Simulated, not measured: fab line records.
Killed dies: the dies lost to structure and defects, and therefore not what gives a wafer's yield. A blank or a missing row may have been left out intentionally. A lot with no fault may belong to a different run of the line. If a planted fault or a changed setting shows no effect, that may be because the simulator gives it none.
fab line records	flow n5Finfet
record lots=11	wafers=30	lastDay=18
route steps=1938 shown BEOL_M4@1111 BEOL_M15@1820 MIM_BOT@1833 MIM_TOP@1834 PASSIVATION@1936
lots untouched by any fault: they come from a run of this same line in which no faults occurred
startH: hours from the record's first day to the start of the lot's first wafer shown	waitH: time in hours since the lot's previous step	" unchanged from the row above	L1.1+2: a row that stands for several wafers	- no value, or no start was given	* or withheld: withheld	< > ~ a bound
route shown NAME@n: NAME is a module with steps in the file, n the number in the route of the first one	usual: mean/standard deviation taken from wafers without a fault	same: alike in all rows	chamber/n: place in a boat	sites: readings site by site	_std_site: standard deviation across them	_edge_site: outer sites' mean less inner sites'	radiusMm: how far each site lies from the wafer's centre	mask NAME#n: copy n	behind: the tool/chamber that last shaped the wafer	hold: the reason the lot was held/the length of the hold in hours/how it ended	device: which transistor (n, p or np) failed to switch	end of line: at the end of the route, the tests of the same wafers	a step without rows: its recipe alone	killed: count of dies lost to structure and defects at first sort (not the wafer's yield)	map: a wafer's dies, x killed, . not, _ none there
set.NAME: the setting the step ran with; set.NAME@STEP: the setting that earlier step ran with	model.NAME: the simulator's own value behind a step, which no gauge read
steps of the route over a sample of lots; a table a step, a row a wafer
services: a tool's chamber out of use, with start hour (startH, from the record's first day; less than 0 if before it), hours out, and reason
## steps
# step N5_BEOL_M4_RC_MEAS_101
# usual DIBL_N=36.2/2.2	DIBL_P=36.5/3	IOFF_N=0.16/0.039	IOFF_P=0.22/0.047	ION_N=675/15	ION_P=463/10	SS_N=71.6/0.71	SS_P=73.4/0.94	VT_N=250/3.6	VT_P=-250/3.9
lot.wafer	tool	chamber	startH	waitH	DIBL_N[mV/V]	DIBL_P[mV/V]	IOFF_N[nA/um]	IOFF_P[nA/um]	ION_N[uA/um]	ION_P[uA/um]	SS_N[mV/dec]	SS_P[mV/dec]	VT_N[mV]	VT_P[mV]
L957.2	prober-01	0	189.36	0.2	38.5	39.0	0.20	0.28	687	476	72.4	73.7	247	-245
L957.3	"	0	"	"	35.3	35.3	0.14	0.23	662	462	70.6	73.4	249	-245
L957.4	"	0	"	"	37.7	37.4	0.18	0.25	690	473	71.3	72.9	246	-245
L956.1	prober-02	0	194.60	0.0	35.1	35.7	0.14	0.18	664	451	71.3	73.3	253	-254
L956.3	"	0	"	"	35.4	37.1	0.15	0.21	678	468	71.5	73.0	250	-250
L956.4	"	0	"	"	32.2	32.7	0.10	0.16	650	450	70.5	72.2	257	-253
L960.3	prober-02	0	218.42	0.3	29.9	28.0	0.08	0.10	634	431	70.5	71.9	259	-261
L960.4	"	0	"	"	35.6	35.0	0.17	0.17	681	455	71.5	72.6	247	-256
L962.3	prober-02	0	227.28	0.3	37.8	41.4	0.19	0.29	672	471	72.0	73.6	249	-245
L962.5	"	0	"	"	32.0	33.5	0.10	0.17	647	454	69.9	72.1	255	-251
L963.1	prober-02	0	230.48	0.0	35.6	36.8	0.15	0.21	663	463	71.8	73.6	252	-248
L963.2	"	0	"	"	35.6	36.7	0.15	0.20	690	473	71.2	73.7	251	-251
L963.6	"	0	"	"	33.2	34.3	0.12	0.18	657	454	70.3	73.6	255	-251
L964.4	prober-02	0	248.73	0.5	36.6	35.0	0.16	0.21	664	459	71.3	73.4	251	-250
L964.6	"	0	"	"	33.4	33.1	0.12	0.20	676	476	71.6	72.1	256	-250
L965.3	prober-02	0	256.66	0.3	35.9	35.5	0.14	0.19	686	468	71.3	72.7	249	-251
L965.4	"	0	"	"	41.9	41.5	0.26	0.29	690	470	73.5	74.6	243	-248
L965.5	"	0	"	"	36.9	35.8	0.15	0.19	685	461	71.1	73.0	253	-253
L966.1	prober-01	0	256.84	0.0	38.2	38.9	0.18	0.21	669	458	71.9	74.2	249	-252
L966.2	"	0	"	"	35.4	36.4	0.13	0.17	667	461	71.2	73.1	253	-256
L966.5	"	0	"	"	34.8	36.2	0.15	0.19	698	475	70.6	73.2	248	-252
L971.1	prober-02	0	289.62	0.0	32.2	32.2	0.12	0.19	669	476	70.6	71.6	251	-247
L971.4	"	0	"	"	35.6	35.7	0.16	0.24	678	466	71.2	72.7	248	-244
L971.5	"	0	"	"	36.5	37.0	0.18	0.29	686	475	71.6	73.8	244	-240
L974.1	prober-02	0	317.23	0.0	42.3	42.9	0.26	0.34	684	467	72.5	76.7	247	-246
L974.3	"	0	"	"	34.6	33.3	0.12	0.16	661	457	70.7	73.3	254	-255
L974.5	"	0	"	"	38.5	38.0	0.19	0.23	680	459	72.2	74.4	247	-250
L975.2	prober-01	0	321.09	0.2	34.2	36.4	0.15	0.21	678	460	71.5	74.1	248	-249
L975.4	"	0	"	"	36.0	37.1	0.18	0.22	682	462	71.9	73.2	246	-250
L975.5	"	0	"	"	32.6	33.2	0.12	0.17	665	457	71.3	72.6	251	-254
# step N5_BEOL_M15_SPUTTER_44
# recipe material=Ta	targetThkA=150	tempC=50	biasV=80	powerW=15000	chamberPressurePa=0.07	timeS=24.19
# usual biasV=80.0/0.82	cathodeDcPowerW=15000/2.7	throttleValvePct=29.3/0.79
lot.wafer	tool	chamber	startH	waitH	biasV	cathodeDcPowerW	throttleValvePct
L956.1	pvdSputter-02	-	279.79	0.0	80.3	14996	29.1
L956.3	"	-	"	"	80.8	15002	29.7
L956.4	"	-	"	"	79.9	15002	30.1
L957.2	pvdSputter-01	-	285.34	0.0	81.3	14999	29.7
L957.3	"	-	"	"	80.3	15000	28.9
L957.4	"	-	"	"	79.8	14998	28.4
L960.3	pvdSputter-01	-	313.30	0.0	80.4	15001	29.0
L960.4	"	-	"	"	79.3	15000	30.0
L962.3	pvdSputter-01	-	319.82	0.0	79.4	15001	28.9
L962.5	"	-	"	"	80.1	15003	29.7
L963.1	pvdSputter-03	-	320.73	0.0	80.0	14999	29.3
L963.2	"	-	"	"	79.8	14995	29.2
L963.6	"	-	"	"	79.4	15002	29.3
L964.4	pvdSputter-01	-	335.34	0.0	79.8	14997	29.7
L964.6	"	-	"	"	80.0	14999	29.2
L966.1	pvdSputter-03	-	341.37	0.0	79.5	15004	29.2
L966.2	"	-	"	"	78.7	14995	29.4
L966.5	"	-	"	"	80.3	15001	29.2
L965.3	pvdSputter-03	-	347.59	0.0	80.2	15001	29.2
L965.4	"	-	"	"	81.3	14998	29.3
L965.5	"	-	"	"	79.1	15000	28.7
L971.1	pvdSputter-03	-	391.64	0.0	80.1	14999	29.3
L971.4	"	-	"	"	81.6	14998	29.1
L971.5	"	-	"	"	79.4	14999	28.6
L974.1	pvdSputter-02	-	406.35	0.0	79.4	15003	31.9
L974.3	"	-	"	"	80.9	14996	28.9
L974.5	"	-	"	"	80.6	15004	29.3
L975.2	pvdSputter-02	-	416.28	0.0	79.6	14998	29.7
L975.4	"	-	"	"	79.7	14998	32.0
L975.5	"	-	"	"	79.6	15004	30.0
# step N5_MIM_BOT_SPUTTER_00
# recipe material=TiN	targetThkA=350	tempC=200	powerW=3000	chamberPressurePa=0.49996	gas=Ar	reactivePartialPa=0.37997	timeS=89.7
# usual cathodeDcPowerW=3000.0/0.51	chamberPressurePa=0.5000/0.0011	throttleValvePct=29.5/0.91
lot.wafer	tool	chamber	startH	waitH	cathodeDcPowerW	chamberPressurePa	throttleValvePct
L956.1	pvdSputter-03	-	285.54	0.0	3000.2	0.5002	28.5
L956.3	"	-	"	"	2999.4	0.5012	28.4
L956.4	"	-	"	"	3000.9	0.5011	29.2
L957.2	pvdSputter-03	-	288.44	0.0	3000.5	0.5016	28.5
L957.3	"	-	"	"	3000.1	0.5005	29.4
L957.4	"	-	"	"	3001.0	0.4999	28.9
L960.3	pvdSputter-01	-	316.32	0.0	3001.0	0.5014	29.1
L960.4	"	-	"	"	3000.3	0.5004	28.6
L962.3	pvdSputter-03	-	323.38	0.0	3000.5	0.5001	29.2
L962.5	"	-	"	"	2999.8	0.4978	29.4
L963.1	pvdSputter-02	-	323.43	0.0	3000.2	0.5018	30.1
L963.2	"	-	"	"	2999.8	0.5020	32.2
L963.6	"	-	"	"	3000.2	0.5008	31.6
L964.4	pvdSputter-02	-	340.66	0.0	3001.6	0.5017	32.1
L964.6	"	-	"	"	3000.4	0.5011	29.9
L966.1	pvdSputter-01	-	344.78	0.0	3000.1	0.5018	29.0
L966.2	"	-	"	"	3000.3	0.5006	28.8
L966.5	"	-	"	"	2999.5	0.4991	29.2
L965.3	pvdSputter-02	-	350.75	0.0	3000.4	0.5019	31.8
L965.4	"	-	"	"	3000.3	0.5001	29.0
L965.5	"	-	"	"	2999.7	0.5008	30.1
L971.1	pvdSputter-02	-	395.32	0.0	3000.6	0.4993	32.0
L971.4	"	-	"	"	2999.8	0.4990	29.9
L971.5	"	-	"	"	3000.3	0.4988	29.9
L974.1	pvdSputter-03	-	409.51	0.0	2999.4	0.4989	29.4
L974.3	"	-	"	"	2999.5	0.5008	29.3
L974.5	"	-	"	"	2998.8	0.4981	28.6
L975.2	pvdSputter-03	-	420.62	0.0	2999.5	0.5001	28.7
L975.4	"	-	"	"	2999.8	0.5016	29.2
L975.5	"	-	"	"	3000.0	0.4989	28.6
# step N5_MIM_TOP_ALD_00
# recipe material=Al2O3	targetThkA=*	tempC=withheld	aldPrecursorFamily=TMA	aldCoReactant=O3	pulseTimeS=withheld	purgeTimeS=3	coReactantPurgeTimeS=withheld	coReactantPulseTimeS=3	aldCycles=withheld
# usual precursorPulseHeightRel=0.998/0.021
lot.wafer	tool	chamber	startH	waitH	precursorPulseHeightRel
L956.1	aldHk-01	2	285.64	0.1	0.989
L956.3	"	0	"	"	1.013
L956.4	"	1	"	"	1.005
L957.2	aldHk-02	0	288.54	0.1	0.990
L957.3	"	3	"	"	1.010
L957.4	"	2	"	"	0.971
L960.3	aldHk-03	2	316.42	0.1	0.984
L960.4	"	1	"	"	0.996
L962.3	aldHk-03	0	323.49	0.1	0.988
L962.5	"	1	"	"	1.002
L963.1	aldHk-02	1	323.53	0.1	0.979
L963.2	"	0	"	"	0.980
L963.6	"	2	"	"	1.011
L964.4	aldHk-01	1	340.77	0.1	1.040
L964.6	"	1	"	"	1.002
L966.1	aldHk-01	0	344.89	0.1	0.964
L966.2	"	2	"	"	1.012
L966.5	"	0	"	"	1.000
L965.3	aldHk-01	1	350.85	0.1	1.015
L965.4	"	0	"	"	1.000
L965.5	"	0	"	"	0.976
L971.1	aldHk-01	2	395.42	0.1	1.033
L971.4	"	0	"	"	0.954
L971.5	"	2	"	"	0.998
L974.1	aldHk-02	1	409.62	0.1	1.017
L974.3	"	3	"	"	0.967
L974.5	"	1	"	"	1.016
L975.2	aldHk-01	2	420.72	0.1	1.007
L975.4	"	1	"	"	1.009
L975.5	"	1	"	"	0.984
# step N5_MIM_TOP_SPUTTER_03
# recipe material=TiN	targetThkA=350	tempC=200	powerW=3000	chamberPressurePa=0.49996	gas=Ar	reactivePartialPa=0.37997	timeS=89.7
# usual cathodeDcPowerW=3000.0/0.55	chamberPressurePa=0.5000/0.0009	throttleValvePct=29.5/0.88
lot.wafer	tool	chamber	startH	waitH	cathodeDcPowerW	chamberPressurePa	throttleValvePct
L956.1	pvdSputter-03	-	287.92	0.0	2999.9	0.5009	29.5
L956.3	"	-	"	"	2999.6	0.5009	29.1
L956.4	"	-	"	"	3000.1	0.4991	28.7
L957.2	pvdSputter-01	-	289.04	0.0	3000.5	0.4992	29.1
L957.3	"	-	"	"	2999.7	0.5004	28.5
L957.4	"	-	"	"	3000.7	0.4995	29.8
L960.3	pvdSputter-02	-	318.59	0.0	3000.2	0.4997	30.0
L960.4	"	-	"	"	3000.4	0.5004	32.0
L962.3	pvdSputter-02	-	324.11	0.0	2999.7	0.5012	30.2
L962.5	"	-	"	"	3000.1	0.5010	31.8
L963.1	pvdSputter-01	-	324.15	0.0	3000.4	0.4998	29.7
L963.2	"	-	"	"	3000.2	0.4990	28.8
L963.6	"	-	"	"	3000.4	0.5003	28.8
L964.4	pvdSputter-02	-	341.66	0.0	3000.7	0.4977	32.0
L964.6	"	-	"	"	3000.6	0.4993	28.7
L966.1	pvdSputter-02	-	346.66	0.0	2999.8	0.4983	30.0
L966.2	"	-	"	"	3000.8	0.5011	29.1
L966.5	"	-	"	"	3000.3	0.5029	29.1
L965.3	pvdSputter-02	-	351.51	0.0	3000.7	0.5001	30.0
L965.4	"	-	"	"	3000.5	0.4984	29.0
L965.5	"	-	"	"	2999.2	0.5000	30.0
L971.1	pvdSputter-02	-	396.28	0.0	-	-	-
L971.4	"	-	"	"	-	-	-
L971.5	"	-	"	"	-	-	-
L974.1	pvdSputter-03	-	410.11	0.0	-	-	-
L974.3	"	-	"	"	-	-	-
L974.5	"	-	"	"	-	-	-
L975.2	pvdSputter-03	-	421.56	0.0	2999.4	0.5009	29.2
L975.4	"	-	"	"	2999.6	0.5017	28.7
L975.5	"	-	"	"	3000.9	0.5001	29.2
# step N5_PASSIVATION_PROBE_49
# usual defectLimitedYield=91.5/1.5	killed_at_M0_to_M3=32/10	killed_at_M4_up=13/4.9	killedAtContacts=13/6.1	killedAtFrontEnd=38/11	killedAtOther=3/3.2	killedDies=101/18	killedOnRim=13/4.4	killedOpen=66/13	killedShort=32/8.3	sort_bin_5_function=5.0/1	sort_bin_6_memory=3.2/0.74	sort_bin_8_speed=0.1/1.1	sortNPass=1078/22	sortYieldPct=91.3/1.9
# same grossDies=1180	killedAtBackSide=0	sort_bin_4_leakage[%]=0
lot.wafer	tool	chamber	startH	waitH	defectLimitedYield[%]	killed_at_M0_to_M3	killed_at_M4_up	killedAtContacts	killedAtFrontEnd	killedAtOther	killedDies	killedOnRim	killedOpen	killedShort	sort_bin_5_function[%]	sort_bin_6_memory[%]	sort_bin_8_speed[%]	sortNPass	sortYieldPct[%]
L957.2	prober-02	-	299.39	0.1	91.2	27	18	15	36	8	104	12	65	36	5.5	2.9	0	1076	91.2
L957.3	prober-02	-	299.44	0.1	87.5	29	14	36	60	8	147	17	81	58	6.2	5.5	0	1033	87.5
L957.4	prober-02	-	299.49	0.2	91.4	24	18	13	41	6	102	17	74	22	4.7	3.7	0	1078	91.4
L956.1	prober-01	-	300.42	0.0	91.4	28	19	9	43	2	101	16	75	23	5.1	3.4	0	1079	91.4
L956.3	prober-01	-	300.52	0.1	91.8	50	10	12	23	2	97	17	67	29	3.9	4.0	0	1083	91.8
L956.4	prober-01	-	300.57	0.2	88.2	35	25	12	63	4	139	17	92	45	6.8	4.5	0	1041	88.2
L960.3	prober-02	-	329.51	0.1	91.9	35	11	13	36	1	96	14	52	36	4.6	3.6	12.7	934	79.2
L960.4	prober-02	-	329.56	0.2	92.7	22	17	8	39	0	86	10	54	29	4.3	2.5	0	1094	92.7
L963.1	prober-01	-	335.35	0.0	92.7	23	12	12	35	4	86	9	54	30	4.5	2.6	0	1094	92.7
L963.2	prober-01	-	335.40	0.1	92.0	20	16	22	24	12	94	11	70	22	4.8	2.8	0	1086	92.0
L963.6	prober-01	-	335.60	0.3	91.5	39	4	16	36	5	100	11	62	37	4.3	3.7	0	1080	91.5
L962.3	prober-02	-	335.45	0.1	90.3	32	7	8	64	4	115	14	73	40	6.4	2.6	0	1065	90.3
L962.5	prober-02	-	335.55	0.2	91.1	32	9	6	54	4	105	20	68	36	5.4	3.1	0	1075	91.1
L964.4	prober-02	-	352.87	0.2	90.8	26	21	20	38	3	108	11	73	34	5.1	3.7	0	1072	90.8
L964.6	prober-02	-	352.97	0.3	91.4	42	7	17	33	3	102	11	64	35	5.2	3.0	0	1078	91.4
L966.1	prober-01	-	356.65	0.0	90.8	28	14	23	39	5	109	17	72	26	5.4	2.9	0	1071	90.8
L966.2	prober-01	-	356.70	0.1	92.2	24	11	28	29	0	92	14	66	23	4.3	3.2	0	1088	92.2
L966.5	prober-01	-	356.85	0.2	90.6	32	21	17	35	6	111	16	66	41	4.7	4.4	0	1069	90.6
L965.3	prober-02	-	361.25	0.1	91.3	31	13	24	30	5	103	12	76	26	5.3	2.7	0	1077	91.3
L965.4	prober-02	-	361.30	0.2	90.6	53	16	15	24	3	111	15	72	38	5.0	4.2	0	1069	90.6
L965.5	prober-02	-	361.35	0.2	91.4	45	15	14	24	3	101	17	69	29	5.1	3.4	0	1079	91.4
L971.1	prober-01	-	406.16	0.0	0	39	8	9	15	1109	1180	152	53	16	97.2	2.7	0	0	0
L971.4	prober-01	-	406.31	0.2	0	49	13	10	36	1072	1180	152	68	40	97.0	2.7	0	0	0
L971.5	prober-01	-	406.36	0.2	0	28	7	10	42	1093	1180	152	56	31	97.0	2.4	0	0	0
L974.1	prober-02	-	419.95	0.0	0	52	16	20	37	1055	1180	152	79	47	95.1	4.3	0	0	0
L974.3	prober-02	-	420.05	0.1	0	40	14	29	40	1057	1180	152	90	37	95.9	3.8	0	0	0
L974.5	prober-02	-	420.15	0.2	0	52	16	23	33	1056	1180	152	85	45	96.1	3.6	0	0	0
L975.2	prober-02	-	430.68	0.1	93.5	26	8	11	23	9	77	6	47	29	3.2	2.9	0	1103	93.5
L975.4	prober-02	-	430.78	0.2	90.3	43	17	9	44	2	115	15	73	38	5.5	3.7	0	1065	90.3
L975.5	prober-02	-	430.83	0.2	92.1	34	9	7	37	6	93	15	56	35	4.2	3.5	0	1087	92.1
# killed by level:class
L957.2 MOL_CONTACT_COAG:geometricParticle:open=12 BEOL_M0_SAQP:geometricParticle:open=11 FIN_SAQP:geometricParticle:short=10 BEOL_M0_SAQP:geometricParticle:short=8 BEOL_M4:geometricParticle:open=8 FIN_SAQP:geometricParticle:open=7 STI_FIN_REVEAL:geometricParticle:open=7 BEOL_M5:geometricParticle:open=5
L957.3 MOL_CONTACT_COAG:geometricParticle:open=27 FIN_SAQP:geometricParticle:short=16 FIN_SAQP:geometricParticle:open=14 MOL_CONTACT_COAG:geometricParticle:short=7 BEOL_M0_SAQP:geometricParticle:short=7 BEOL_M0_SAQP:geometricParticle:open=7 DUMMY_GATE:geometricParticle:open=5 BEOL_M1:geometricParticle:open=5
L957.4 MOL_CONTACT_COAG:geometricParticle:open=12 FIN_SAQP:geometricParticle:open=10 FIN_SAQP:geometricParticle:short=8 DUMMY_GATE:geometricParticle:open=7 BEOL_M2:geometricParticle:open=7 STI_FIN_REVEAL:geometricParticle:open=6 BEOL_M1:geometricParticle:open=4 BEOL_M4:geometricParticle:open=4
L956.1 STI_FIN_REVEAL:geometricParticle:open=18 MOL_CONTACT_COAG:geometricParticle:open=7 BEOL_M2:geometricParticle:open=7 BEOL_M3:geometricParticle:open=7 STARTING-WAFER:geometricParticle:open=6 STI_FIN_REVEAL:geometricParticle:short=5 BEOL_M5:geometricParticle:open=5 BEOL_M1:geometricParticle:open=5
L956.3 BEOL_M3:geometricParticle:open=16 MOL_CONTACT_COAG:geometricParticle:open=10 BEOL_M1:geometricParticle:open=7 BEOL_M3:geometricParticle:short=7 FIN_SAQP:geometricParticle:short=6 BEOL_M0_SAQP:geometricParticle:open=6 BEOL_M2:geometricParticle:open=5 BEOL_M4:geometricParticle:open=5
L956.4 STI_FIN_REVEAL:geometricParticle:open=15 FIN_SAQP:geometricParticle:short=13 BEOL_M3:geometricParticle:open=11 MOL_CONTACT_COAG:geometricParticle:open=10 BEOL_M1:geometricParticle:open=9 FIN_SAQP:geometricParticle:open=8 BEOL_M0_SAQP:geometricParticle:short=8 BEOL_M4:geometricParticle:open=8
L960.3 MOL_CONTACT_COAG:geometricParticle:open=9 BEOL_M0_SAQP:geometricParticle:short=9 FIN_SAQP:geometricParticle:short=7 BEOL_M2:geometricParticle:open=7 DUMMY_GATE:geometricParticle:open=6 BEOL_M0_SAQP:geometricParticle:open=6 BEOL_M1:geometricParticle:open=6 BEOL_M4:geometricParticle:open=5
L960.4 FIN_SAQP:geometricParticle:short=10 BEOL_M4:geometricParticle:open=9 STI_FIN_REVEAL:geometricParticle:open=7 BEOL_M2:geometricParticle:open=7 FIN_SAQP:geometricParticle:open=6 DUMMY_GATE:geometricParticle:open=5 BEOL_M3:geometricParticle:open=5 MOL_CONTACT_COAG:geometricParticle:short=4
L963.1 MOL_CONTACT_COAG:geometricParticle:open=11 FIN_SAQP:geometricParticle:short=7 STI_FIN_REVEAL:geometricParticle:open=7 GATE_CUT:geometricParticle:short=7 BEOL_M3:geometricParticle:open=7 DUMMY_GATE:geometricParticle:open=4 GATE_CUT:geometricParticle:open=4 BEOL_M0_SAQP:geometricParticle:open=4
L963.2 MOL_CONTACT_COAG:geometricParticle:open=19 DUMMY_GATE:geometricParticle:open=8 BEOL_M4:geometricParticle:open=8 BEOL_M1:geometricParticle:open=6 PAD_METAL:geometricParticle:short=5 BEOL_M0_SAQP:geometricParticle:short=4 STARTING-WAFER:geometricParticle:open=4 BEOL_M0_SAQP:geometricParticle:open=3
L962.3 FIN_SAQP:geometricParticle:short=14 FIN_SAQP:geometricParticle:open=13 GATE_CUT:geometricParticle:open=8 GATE_CUT:geometricParticle:short=7 BEOL_M0_SAQP:geometricParticle:open=6 BEOL_M1:geometricParticle:open=6 BEOL_M2:geometricParticle:open=6 STI_FIN_REVEAL:geometricParticle:open=5
L962.5 FIN_SAQP:geometricParticle:open=17 FIN_SAQP:geometricParticle:short=12 BEOL_M0_SAQP:geometricParticle:open=11 GATE_CUT:geometricParticle:short=7 BEOL_M0_SAQP:geometricParticle:short=6 BEOL_M1:geometricParticle:open=6 GATE_CUT:geometricParticle:open=4 MOL_CONTACT_COAG:geometricParticle:open=4
L963.6 STI_FIN_REVEAL:geometricParticle:open=12 BEOL_M0_SAQP:geometricParticle:short=12 MOL_CONTACT_COAG:geometricParticle:open=9 FIN_SAQP:geometricParticle:short=7 MOL_CONTACT_COAG:geometricParticle:short=7 BEOL_M0_SAQP:geometricParticle:open=7 BEOL_M3:geometricParticle:open=5 DUMMY_GATE:geometricParticle:open=4
L964.4 MOL_CONTACT_COAG:geometricParticle:open=17 GATE_CUT:geometricParticle:short=8 BEOL_M3:geometricParticle:open=8 FIN_SAQP:geometricParticle:open=6 BEOL_M4:geometricParticle:open=6 BEOL_M0_SAQP:geometricParticle:open=5 BEOL_M5:geometricParticle:open=4 STI_FIN_REVEAL:geometricParticle:open=4
L964.6 MOL_CONTACT_COAG:geometricParticle:open=14 BEOL_M0_SAQP:geometricParticle:short=14 BEOL_M0_SAQP:geometricParticle:open=13 GATE_CUT:geometricParticle:short=8 BEOL_M3:geometricParticle:open=6 STI_FIN_REVEAL:geometricParticle:open=4 BEOL_M2:geometricParticle:open=4 FIN_SAQP:geometricParticle:open=3
L966.1 MOL_CONTACT_COAG:geometricParticle:open=19 BEOL_M3:geometricParticle:open=14 FIN_SAQP:geometricParticle:short=11 HKMG_FIN:areaEtch=8 STI_FIN_REVEAL:geometricParticle:open=7 FIN_SAQP:geometricParticle:open=5 BEOL_M0_SAQP:geometricParticle:open=4 MOL_CONTACT_COAG:geometricParticle:short=3
L966.2 MOL_CONTACT_COAG:geometricParticle:open=23 BEOL_M3:geometricParticle:open=7 FIN_SAQP:geometricParticle:short=6 FIN_SAQP:geometricParticle:open=6 STI_FIN_REVEAL:geometricParticle:short=5 BEOL_M0_SAQP:geometricParticle:open=5 MOL_CONTACT_COAG:geometricParticle:short=4 BEOL_M1:geometricParticle:open=4
L966.5 MOL_CONTACT_COAG:geometricParticle:open=14 BEOL_M3:geometricParticle:open=11 BEOL_M4:geometricParticle:open=8 STARTING-WAFER:geometricParticle:short=7 FIN_SAQP:geometricParticle:open=6 BEOL_M0_SAQP:geometricParticle:short=6 STI_FIN_REVEAL:geometricParticle:open=5 BEOL_M0_SAQP:geometricParticle:open=4
L965.3 MOL_CONTACT_COAG:geometricParticle:open=18 STI_FIN_REVEAL:geometricParticle:open=14 BEOL_M0_SAQP:geometricParticle:open=8 BEOL_M4:geometricParticle:open=8 BEOL_M0_SAQP:geometricParticle:short=7 MOL_CONTACT_COAG:geometricParticle:short=6 FIN_SAQP:geometricParticle:open=5 BEOL_M0:geometricParticle:open=4
L965.4 BEOL_M0_SAQP:geometricParticle:open=21 BEOL_M0_SAQP:geometricParticle:short=17 MOL_CONTACT_COAG:geometricParticle:open=12 BEOL_M5:geometricParticle:open=7 BEOL_M1:geometricParticle:open=5 STARTING-WAFER:geometricParticle:short=5 BEOL_M4:geometricParticle:open=4 STARTING-WAFER:geometricParticle:open=4
L965.5 MOL_CONTACT_COAG:geometricParticle:open=13 BEOL_M0_SAQP:geometricParticle:open=13 STI_FIN_REVEAL:geometricParticle:open=9 BEOL_M0_SAQP:geometricParticle:short=7 BEOL_M0:geometricParticle:open=6 BEOL_M2:geometricParticle:open=5 FIN_SAQP:geometricParticle:short=4 BEOL_M2:geometricParticle:short=4
L971.1 MIM_TOP:areaSputter=1109 MOL_CONTACT_COAG:geometricParticle:open=9 BEOL_M3:geometricParticle:open=9 BEOL_M1:geometricParticle:open=7 BEOL_M0_SAQP:geometricParticle:open=6 BEOL_M2:geometricParticle:open=6 FIN_SAQP:geometricParticle:open=5 BEOL_M0_SAQP:geometricParticle:short=3
L971.4 MIM_TOP:areaSputter=1071 BEOL_M3:geometricParticle:open=10 BEOL_M0_SAQP:geometricParticle:short=9 FIN_SAQP:geometricParticle:open=8 BEOL_M4:geometricParticle:open=8 STI_FIN_REVEAL:geometricParticle:open=8 BEOL_M2:geometricParticle:open=7 FIN_SAQP:geometricParticle:short=6
L971.5 MIM_TOP:areaSputter=1092 FIN_SAQP:geometricParticle:short=15 FIN_SAQP:geometricParticle:open=12 MOL_CONTACT_COAG:geometricParticle:open=9 STI_FIN_REVEAL:geometricParticle:open=8 BEOL_M1:geometricParticle:open=7 BEOL_M3:geometricParticle:open=6 BEOL_M0_SAQP:geometricParticle:short=6
L974.1 MIM_TOP:areaSputter=1053 BEOL_M0_SAQP:geometricParticle:short=21 MOL_CONTACT_COAG:geometricParticle:open=17 BEOL_M3:geometricParticle:open=11 FIN_SAQP:geometricParticle:open=10 BEOL_M0_SAQP:geometricParticle:open=7 STI_FIN_REVEAL:geometricParticle:open=6 GATE_CUT:geometricParticle:short=5
L974.3 MIM_TOP:areaSputter=1053 MOL_CONTACT_COAG:geometricParticle:open=21 FIN_SAQP:geometricParticle:open=14 BEOL_M0_SAQP:geometricParticle:open=8 MOL_CONTACT_COAG:geometricParticle:short=8 BEOL_M1:geometricParticle:open=8 STI_FIN_REVEAL:geometricParticle:open=7 BEOL_M3:geometricParticle:open=7
L974.5 MIM_TOP:areaSputter=1050 MOL_CONTACT_COAG:geometricParticle:open=18 BEOL_M1:geometricParticle:open=14 FIN_SAQP:geometricParticle:short=10 FIN_SAQP:geometricParticle:open=9 BEOL_M0_SAQP:geometricParticle:open=8 BEOL_M0_SAQP:geometricParticle:short=7 BEOL_M2:geometricParticle:open=7
L975.2 STI_FIN_REVEAL:geometricParticle:open=6 MOL_CONTACT_COAG:geometricParticle:open=6 BEOL_M0_SAQP:geometricParticle:open=6 BEOL_M2:geometricParticle:open=6 BEOL_M2:geometricParticle:short=6 MOL_CONTACT_COAG:geometricParticle:short=5 MIM_TOP:geometricParticle:short=5 FIN_SAQP:geometricParticle:short=3
L975.4 FIN_SAQP:geometricParticle:short=13 BEOL_M2:geometricParticle:open=12 FIN_SAQP:geometricParticle:open=11 BEOL_M3:geometricParticle:open=9 BEOL_M0_SAQP:geometricParticle:short=9 MOL_CONTACT_COAG:geometricParticle:open=8 BEOL_M0_SAQP:geometricParticle:open=8 BEOL_M5:geometricParticle:open=5
L975.5 STI_FIN_REVEAL:geometricParticle:open=8 BEOL_M3:geometricParticle:open=8 BEOL_M0_SAQP:geometricParticle:short=6 FIN_SAQP:geometricParticle:short=5 FIN_SAQP:geometricParticle:open=5 DUMMY_GATE:geometricParticle:open=4 MOL_CONTACT_COAG:geometricParticle:open=4 BEOL_M0_SAQP:geometricParticle:open=4
## services
tool	chamber	startH	hours	kind
aldHk-02	-	283.00	2.8	pm
aldHk-02	-	307.85	8.7	pm
aldHk-01	-	371.21	2.2	repair
aldHk-02	-	380.00	3.2	repair
aldHk-03	-	380.76	2.8	pm
pvdSputter-01	-	400.57	5.2	repair
## key
firstSign step=N5_MIM_TOP_SPUTTER_03	reading=toolRecord	direction=missing
effect step=N5_PASSIVATION_PROBE_49	reading=killedAtOther	direction=up	sigmas=99+	usual=3	struck=1074
moreKillsBornAt N5_MIM_TOP_SPUTTER_03@pvdSputter-02=3272	N5_MIM_TOP_SPUTTER_03@pvdSputter-03=3156
metAt N5_MIM_TOP_SPUTTER_03
struckLots L971,L974
laterRowsLeftOut L971.1,L971.4,L971.5,L974.1,L974.3,L974.5
notActingAt N5_BEOL_M15_SPUTTER_44,N5_MIM_BOT_SPUTTER_00,N5_MIM_TOP_ALD_00
onsetBetween 351.51 396.28
fault kind=skippedStepWhole	tool=pvdSputter-02,pvdSputter-03	chamber=-	onsetH=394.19	steps=N5_MIM_TOP_SPUTTER_03	scope=struckLotsOnly
# laterRowsLeftOut: the simulator's readings of these wafers behind a module that went badly wrong aren't trusted and aren't shown, but for the sort
